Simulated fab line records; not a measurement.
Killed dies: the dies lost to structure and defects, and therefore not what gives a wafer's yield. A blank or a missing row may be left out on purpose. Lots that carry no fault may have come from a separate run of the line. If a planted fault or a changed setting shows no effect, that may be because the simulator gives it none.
Matching of chambers    flow n5-finfet    3 sister chambers for N5_BEOL_M2_PRE_CLEAN_60 on cvd-co-01
The step time 15 s. 3 wafers are shown with their chamber, then 11 later ones without.

WAFERS, EACH WITH ITS CHAMBER
wafer   chamber  heater-power-w (W)
L088.1  0        66
L088.4  1        55
L089.1  2        81

WAFERS WITHOUT THEIR CHAMBER
wafer   heater-power-w (W)
L089.4  79
L089.6  67
L093.1  56
L093.5  79
L093.6  65
L094.2  81
L094.3  65
L094.5  68
L096.2  65
L096.3  54
L096.4  79

WHICH CHAMBER EACH ONE RAN IN
wafer   from the rows above  in truth
L089.4  2                    2
L089.6  0                    0
L093.1  1                    1
L093.5  2                    2
L093.6  0                    0
L094.2  2                    2
L094.3  0                    0
L094.5  0                    0
L096.2  0                    0
L096.3  1                    1
L096.4  2                    2
Placed correctly: 11 of 11. Number that these rows cannot place: 0. Placed wrongly: 0.
How it was worked out, from the rows above alone: a wafer's distance from a chamber is the root of the sum, over the readings, of the square of ((its reading less the chamber's mean) divided by the reading's scatter). The wafer belongs to the nearest chamber; if the next one is less than 2 further off, it can't be placed. The mean given for a chamber averages the wafers shown for that chamber. The scatter: with one shown wafer a chamber, the root of the mean of the squares of how far each hidden wafer lies from its nearest shown one.
